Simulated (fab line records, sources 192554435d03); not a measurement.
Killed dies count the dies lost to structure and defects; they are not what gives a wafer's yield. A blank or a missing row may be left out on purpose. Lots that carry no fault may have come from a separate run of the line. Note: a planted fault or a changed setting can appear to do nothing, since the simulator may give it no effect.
fab line records | flow n5Finfet
record lots=5 wafers=15 lastDay=17
route steps=1938 shown WELL_APT@46 PMOS_HMC_CHANNEL_EPI@57 BEOL_M4@1111 PASSIVATION@1936
lots that met no fault: taken from a fault-free run of the same line
startH: start of the lot's first displayed wafer, in hours after the record's first day | waitH: hours elapsed since this lot's preceding step | " repeats the value in the row above | L1.1+2: a row that stands for several wafers | - no value, or no start was given | * or withheld: withheld | < > ~ a bound
route shown NAME@n: NAME is a module with steps in the file, n the number in the route of the first one | usual: mean/standard deviation of fault-free wafers | same: alike in all rows | chamber/n: place in a boat | sites: per-site readings | _std_site: the standard deviation of these | _edge_site: inner sites' mean taken away from outer sites' mean | radiusMm: for every site, how far away it sits from the centre of the wafer | mask NAME#n: copy n | behind: the most recent tool/chamber to have shaped the wafer | hold: why the lot was held/for how many hours/how that ended | device: the transistor (n, p or np) that didn't switch | end of line: tests run on the same wafers once the route is complete | step lacking rows: just its recipe | killed: not the wafer's yield, but the dies lost to structure and defects at the first sort | map: per-die view of a wafer (x killed, . not killed, _ where there is no die)
set.NAME: setting as actually run; set.NAME@STEP: the setting as run at that earlier step | model.NAME: the simulator's own value behind a step, which no gauge read
lots at selected steps of the route; one table per step, one row per wafer
services: when a tool's chamber went out of use (startH, in hours from the record's first day, below 0 if earlier), for how many hours, and the reason
## steps
# step N5_WELL_APT_DESCUM_30
# recipe chemistry=O2 timeS=7.9 sourcePowerW=50 biasPowerW=20 pressureMtorr=20 rfFrequencyHz=2.712e+07 tempC=40 o2FlowSccm=225
# step N5_WELL_APT_IMPLANT_31
# recipe species=B energyKev=60 doseCm2=1.5e+13 tiltDeg=0 rotationDeg=0
# step N5_WELL_APT_IMPLANT_32
# recipe species=BF2 energyKev=50 doseCm2=2e+13 tiltDeg=0 rotationDeg=0
# step N5_WELL_APT_STRIP_33
# recipe chemistry=SPM timeS=900 tempC=130 h2so4H2o2VolRatio=4 dry=ipaMarangoni
# step N5_WELL_APT_RTA_34
# recipe tempC=1000 timeS=10 ambient=N2 idleTempC=600 rampUpCPerS=150 rampDownCPerS=60 coolToC=600
# step N5_WELL_APT_OXIDE_STRIP_42
# recipe chemistry=dHF dilution=25:1 timeS=45 tempC=25 target=SiO2 targetDepthA=120
# step N5_WELL_APT_PRECLEAN_36
# recipe chemistry=O3/DIW timeS=45 tempC=22 o3Ppm=10
# step N5_WELL_APT_PRECLEAN_39
# recipe chemistry=dHF timeS=60 dilution=150:1 tempC=25
# step N5_WELL_APT_SRD_37
# recipe dry=ipaMarangoni doPpb=5 timeS=30 tempC=23 rinseLiquid=diw
# step N5_WELL_APT_EPI_41
# recipe material=Si targetThkA=500 tempC=650 precursor=SiH4/H2 pressureTorr=20 timeS=297.7
# usual throttleValvePct=11.1/0.31
# same timeS=297.7
# columns lot.wafer tool chamber startH waitH throttleValvePct
L396.1 epiRpcvd-01 0 34.33 0.0 11.0
L396.3 " 0 " " 11.2
L396.4 " 0 " " 10.9
L400.2 epiRpcvd-01 0 58.22 0.2 10.9
L400.4 " 0 " " 11.0
L400.6 " 0 " " 11.2
L402.1 epiRpcvd-01 0 69.90 0.0 11.3
L402.3 " 0 " " 11.1
L402.4 " 0 " " 11.0
L404.2 epiRpcvd-01 0 82.65 0.2 10.9
L404.3 " 0 " " 10.9
L404.4 " 0 " " 10.9
L416.4 epiRpcvd-03 0 154.80 0.4 11.6
L416.5 " 0 " " 11.6
L416.6 " 0 " " 11.6
# step N5_WELL_APT_INSPECT_38
# recipe inspectInstrument=darkfield mode=postEpi
# usual rawDefectCount=13/4.5
# columns lot.wafer tool chamber startH waitH rawDefectCount
L396.1 defectInspect-01 - 34.99 0.6 17
L396.3 " - " " 12
L396.4 " - " " 11
L400.2 defectInspect-01 - 58.93 0.6 635
L400.4 " - " " 699
L400.6 " - " " 701
L402.1 defectInspect-01 - 70.73 0.7 712
L402.3 " - " " 656
L402.4 " - " " 682
L404.2 defectInspect-02 - 83.35 0.6 646
L404.3 " - " " 676
L404.4 " - " " 653
L416.4 defectInspect-01 - 155.23 0.3 13
L416.5 " - " " 16
L416.6 " - " " 19
# step N5_PMOS_HMC_CHANNEL_EPI_HM_DEP_34
# recipe material=SiO2 targetThkA=360 tempC=400 precursor=TEOS/O2 pressureTorr=6.5 rfW=900 teosFlowSccm=161.4 gas=O2 flowSccm=2650 timeS=6.9
# step N5_PMOS_HMC_CHANNEL_EPI_COAT_31
# recipe resist=BARC tempC=205 timeS=60 spinRpm=1500 resistThkNm=66
# step N5_PMOS_HMC_CHANNEL_EPI_COAT_03
# recipe resist=CAR-ArF-block spinRpm=1500 resistThkNm=205
# step N5_PMOS_HMC_CHANNEL_EPI_EBR_05
# recipe solvent=PGMEA ebrWidthMm=1.5
# step N5_PMOS_HMC_CHANNEL_EPI_SOFTBAKE_04
# recipe tempC=110 timeS=60 resist=CAR-ArF-block
# step N5_PMOS_HMC_CHANNEL_EPI_EXPOSE_06
# recipe maskId=PMOS_HMC_BLK na=1.35 sourceShape=conventional sigmaOuter=0.8 polarization=unpolarized targetCdNm=240 doseMj=41
# step N5_PMOS_HMC_CHANNEL_EPI_PEB_07
# recipe pebTempC=110 pebTimeS=60 resist=CAR-ArF-block
# step N5_PMOS_HMC_CHANNEL_EPI_DEVELOP_08
# recipe developTimeS=30 developer=TMAH resist=CAR-ArF-block devTempC=23 rinseLiquid=diw dry=airSpin
# step N5_PMOS_HMC_CHANNEL_EPI_INSPECT_11
# recipe mode=adi inspectInstrument=macro
# usual rawDefectCount=1.8/1.3
# columns lot.wafer tool chamber startH waitH rawDefectCount
L396.1 defectInspect-01 - 35.48 0.0 3
L396.3 " - " " 0
L396.4 " - " " 3
L400.2 defectInspect-02 - 59.42 0.0 >300
L400.4 " - " " >300
L400.6 " - " " >300
L402.1 defectInspect-02 - 71.23 0.0 >300
L402.3 " - " " >300
L402.4 " - " " >300
L404.2 defectInspect-01 - 83.85 0.0 >300
L404.3 " - " " >300
L404.4 " - " " >300
L416.4 defectInspect-01 - 155.73 0.0 3
L416.5 " - " " 0
L416.6 " - " " 0
# step N5_PMOS_HMC_CHANNEL_EPI_DESCUM_14
# recipe chemistry=O2 timeS=7.9 sourcePowerW=50 biasPowerW=20 pressureMtorr=20 rfFrequencyHz=2.712e+07 tempC=40 resist=CAR-ArF-block o2FlowSccm=225
# step N5_BEOL_M4_RC_MEAS_101
# usual DIBL_N=36.4/1.3 DIBL_P=36.5/1.7 IOFF_N=0.154/0.022 IOFF_P=0.202/0.025 ION_N=671/9.8 ION_P=460/6.8 SS_N=71.6/0.54 SS_P=73.4/0.58 VT_N=250.9/2.8 VT_P=-251.4/2.7
# columns lot.wafer tool chamber startH waitH DIBL_N[mV/V] DIBL_P[mV/V] IOFF_N[nA/um] IOFF_P[nA/um] ION_N[uA/um] ION_P[uA/um] SS_N[mV/dec] SS_P[mV/dec] VT_N[mV] VT_P[mV]
L396.1 prober-02 0 182.05 0.0 35.6 34.8 0.114 0.141 656 448 71.0 72.6 256.6 -257.9
L396.3 " 0 " " 36.8 36.3 0.133 0.159 660 445 71.6 73.6 257.2 -259.5
L396.4 " 0 " " 35.9 34.8 0.112 0.137 650 440 72.0 73.6 257.9 -257.8
L400.2 prober-02 0 220.21 0.2 35.4 34.7 0.159 0.178 672 452 71.6 72.9 248.4 -255.8
L400.4 " 0 " " 33.8 32.9 0.127 0.165 652 446 70.9 73.0 254.4 -255.9
L400.6 " 0 " " 37.1 37.2 0.187 0.216 674 457 72.1 73.8 248.1 -253.4
L402.1 prober-01 0 224.24 0.0 37.1 38.2 0.170 0.210 677 459 72.1 73.5 248.3 -252.3
L402.3 " 0 " " 37.0 38.3 0.168 0.211 666 455 72.5 73.1 251.1 -252.3
L402.4 " 0 " " 35.2 36.1 0.137 0.183 666 459 71.1 72.8 250.0 -251.6
L404.2 prober-02 0 228.47 0.2 35.5 35.4 0.131 0.175 662 455 70.8 72.9 251.4 -254.1
L404.3 " 0 " " 36.2 36.6 0.145 0.188 664 455 72.4 72.8 251.6 -253.5
L404.4 " 0 " " 37.1 37.8 0.162 0.208 674 457 71.9 73.6 248.3 -252.8
L416.4 prober-01 0 306.06 0.5 36.5 37.8 0.169 0.209 689 468 71.7 74.0 248.4 -249.1
L416.5 " 0 " " 34.7 35.4 0.129 0.166 667 451 71.6 73.0 252.9 -251.2
L416.6 " 0 " " 36.7 38.3 0.172 0.206 689 462 72.6 72.5 248.4 -251.7
# step N5_PASSIVATION_PROBE_49
# usual defectLimitedYield=91.1/1.3 killed_at_M0_to_M3=34/10 killed_at_M4_up=14/5.7 killedAtContacts=12/5.9 killedAtFrontEnd=41/12 killedAtOther=4/3.1 killedDies=105/15 killedOpen=69/11 killedShort=35/7.8 sort_bin_5_function=5.3/0.81 sort_bin_6_memory=3.3/0.75 sortNPass=1075/15 sortYieldPct=91.1/1.3
# same grossDies=1180 killedAtBackSide=0 sort_bin_4_leakage[%]=0 sort_bin_8_speed[%]=0
# columns lot.wafer tool chamber startH waitH defectLimitedYield[%] killed_at_M0_to_M3 killed_at_M4_up killedAtContacts killedAtFrontEnd killedAtOther killedDies killedOpen killedShort sort_bin_5_function[%] sort_bin_6_memory[%] sortNPass sortYieldPct[%]
L402.1 prober-01 - 324.50 0.0 80.5 33 15 7 173 2 230 58 28 11.7 5.1 950 80.5
L402.3 prober-01 - 324.60 0.1 81.4 22 16 16 160 6 220 61 17 12.1 3.7 960 81.4
L402.4 prober-01 - 324.65 0.2 83.0 25 10 0 163 3 201 39 23 11.6 3.2 979 83.0
L400.2 prober-01 - 336.55 0.1 80.7 27 16 24 158 3 228 76 26 12.9 4.0 952 80.7
L400.4 prober-01 - 336.65 0.2 80.5 35 11 10 174 0 230 61 47 11.5 4.9 950 80.5
L400.6 prober-01 - 336.75 0.3 80.4 41 13 20 157 0 231 70 31 11.9 4.9 949 80.4
L404.2 prober-02 - 336.82 0.1 82.9 26 13 11 147 5 202 47 26 11.3 2.9 978 82.9
L404.3 prober-02 - 336.87 0.1 80.3 57 6 10 156 4 233 73 25 12.9 3.7 947 80.3
L404.4 prober-02 - 336.92 0.2 81.2 27 15 17 161 2 222 52 38 11.5 3.5 958 81.2
# killed by level:class
L402.1 WELL_APT:unspecified=140 BEOL_M0_SAQP:geometricParticle:open=15 STI_FIN_REVEAL:geometricParticle:open=10 BEOL_M0_SAQP:geometricParticle:short=10 FIN_SAQP:geometricParticle:open=6 FIN_SAQP:geometricParticle:short=6 MOL_CONTACT_COAG:geometricParticle:open=5 BEOL_M4:geometricParticle:open=5
L402.3 WELL_APT:unspecified=133 MOL_CONTACT_COAG:geometricParticle:open=13 STI_FIN_REVEAL:geometricParticle:open=6 STARTING-WAFER:geometricParticle:open=5 BEOL_M0_SAQP:geometricParticle:short=4 BEOL_M3:geometricParticle:open=4 HKMG_FIN:areaEtch=4 MOL_CONTACT_COAG:geometricParticle:short=3
L402.4 WELL_APT:unspecified=132 BEOL_M0_SAQP:geometricParticle:open=8 BEOL_M0_SAQP:geometricParticle:short=7 FIN_SAQP:geometricParticle:open=5 FIN_SAQP:geometricParticle:short=5 STI_FIN_REVEAL:geometricParticle:open=5 DUMMY_GATE:geometricParticle:open=5 BEOL_M2:geometricParticle:open=3
L400.2 WELL_APT:unspecified=126 MOL_CONTACT_COAG:geometricParticle:open=21 BEOL_M3:geometricParticle:open=10 FIN_SAQP:geometricParticle:open=9 BEOL_M4:geometricParticle:open=9 BEOL_M0_SAQP:geometricParticle:open=7 FIN_SAQP:geometricParticle:short=5 DUMMY_GATE:geometricParticle:open=5
L400.4 WELL_APT:unspecified=122 FIN_SAQP:geometricParticle:short=16 FIN_SAQP:geometricParticle:open=9 STI_FIN_REVEAL:geometricParticle:open=9 DUMMY_GATE:geometricParticle:open=7 BEOL_M2:geometricParticle:open=7 BEOL_M0_SAQP:geometricParticle:short=6 MOL_CONTACT_COAG:geometricParticle:open=6
L400.6 WELL_APT:unspecified=130 MOL_CONTACT_COAG:geometricParticle:open=20 BEOL_M0_SAQP:geometricParticle:short=9 BEOL_M0_SAQP:geometricParticle:open=8 STI_FIN_REVEAL:geometricParticle:open=7 BEOL_M3:geometricParticle:open=7 BEOL_M1:geometricParticle:open=5 FIN_SAQP:geometricParticle:open=4
L404.2 WELL_APT:unspecified=127 BEOL_M2:geometricParticle:open=10 MOL_CONTACT_COAG:geometricParticle:open=6 MOL_CONTACT_COAG:geometricParticle:short=5 BEOL_M0_SAQP:geometricParticle:open=5 BEOL_M2:geometricParticle:short=5 STI_FIN_REVEAL:geometricParticle:open=3 BEOL_M4:geometricParticle:open=3
L404.3 WELL_APT:unspecified=135 BEOL_M2:geometricParticle:open=14 BEOL_M3:geometricParticle:open=12 MOL_CONTACT_COAG:geometricParticle:open=10 BEOL_M0_SAQP:geometricParticle:short=8 BEOL_M0_SAQP:geometricParticle:open=8 STI_FIN_REVEAL:geometricParticle:open=5 BEOL_M1:geometricParticle:open=5
L404.4 WELL_APT:unspecified=132 BEOL_M2:geometricParticle:open=12 MOL_CONTACT_COAG:geometricParticle:open=9 BEOL_M4:geometricParticle:open=9 MOL_CONTACT_COAG:geometricParticle:short=8 GATE_CUT:geometricParticle:short=7 DUMMY_GATE:geometricParticle:short=4 BEOL_M0_SAQP:geometricParticle:short=4
# map L400.6 (x killed, . not)
_________________...x.......x________________
______________...x..........xx.._____________
___________.............x..x...x...__________
__________.........................._________
________....x.x......................._______
_______.......x........x...............______
______.........x..x......x..x....x.....x_____
_____........x...................xx...x..____
____.....x.......x.............x..........___
___.............................x..........__
___x......................x.....x.x........__
__......................x...xx.............._
__x............x...x.......x........x..x..x._
_........................................x.xx
_........x.....................xx.xx.xxxx....
_.....x................x...x..xx.xxxxx.x..xx.
_.x...x...x.x..............x..xxxxxxxxxx.....
_.x.......x.................xxxxxxxxxxxxx.x..
_.x............x............xxxxxxxxxxxxxxx..
_...........................xxxxxxxxxxxxxxx..
_................x......xxxx.xxxxxxxxxxxxxx.x
__....................x.....xxxxxxxxxxxxxx.x_
__................x..........xxxxxxxxxxxxx.._
___.....x...................xxxxxxxxxxx...x__
___....................x....x.xxxx.xxxxx...__
____.........................x....x.x.x...___
_____..........................x.....xxx.____
______.......x.......................x.x_____
_______...........................x....______
________.....x...x.x........x.....x..x_______
__________..x.................x....._________
___________..........xx.x.......x.x__________
______________......xx........x._____________
_________________.x..........________________
# map L402.1 (x killed, . not)
_________________............________________
______________...........x....x._____________
___________........x..xx..........x__________
__________............x..x..x......._________
________...........x.................._______
_______..............x.................______
______.x.....x...x..............x...x..._____
_____...x.............x...x....x.........____
____.x.x...xx............x.............x..___
___.......x...........x....................__
___..x.............x...........x......x....__
__.x..................x........x...........x_
__..x..................................xxx.x_
_..................x.........xx....xx....x...
_........x.................x.....x...x.x.x...
_x...........x................xxxxxxxxxx.....
_..........x..............x....xxxxxxxxxx.x..
_..................x..x.....xx.xxxxxxxxxxx.x.
_.......x......x.....x......x.xxxxxxxxxxxx...
_.........................xxxxxxxxxxxxxxxxx..
_......x.................x.xx.xxxxxxxxxxxx...
__....x....................xxxxxxxxxxxxxxxxx_
__.x............x..........xxxxxxxxxxxxxxx.._
___...x..................x..xx.xxxxxxxxxx..__
___.....x...................x.xx.xxxxxxx...__
____.x................xx.........xxx..x...___
_____...................x..x..........x..____
______.x.....x..........x..............._____
_______........x..x....................______
________....x............x......x....._______
__________..x......................._________
___________.....x....x....x.......x__________
______________..x...x....xx....._____________
_________________............________________
## services
# columns tool chamber startH hours kind
epiRpcvd-03 - 150.90 1.0 repair
## key
firstSign step=N5_WELL_APT_INSPECT_38 reading=rawDefectCount direction=up sigmas=99+ usual=13 struck=673
effect step=N5_PMOS_HMC_CHANNEL_EPI_INSPECT_11 reading=rawDefectCount direction=up sigmas=99+ usual=1.8 struck=>300
effect step=N5_PASSIVATION_PROBE_49 reading=killedAtFrontEnd direction=up sigmas=9.8 usual=41 struck=161
moreKillsBornAt N5_WELL_APT_EPI_41@epiRpcvd-01=1177
metAt N5_WELL_APT_EPI_41
struckWafers L400.2,L400.4,L400.6,L402.1,L402.3,L402.4,L404.2,L404.3,L404.4
onsetBetween 34.33 58.22
fault kind=chamberParticleSource tool=epiRpcvd-01 chamber=- onsetH=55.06 steps=N5_WELL_APT_EPI_41 ratePerVisitCm2=1.0252 endH=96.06
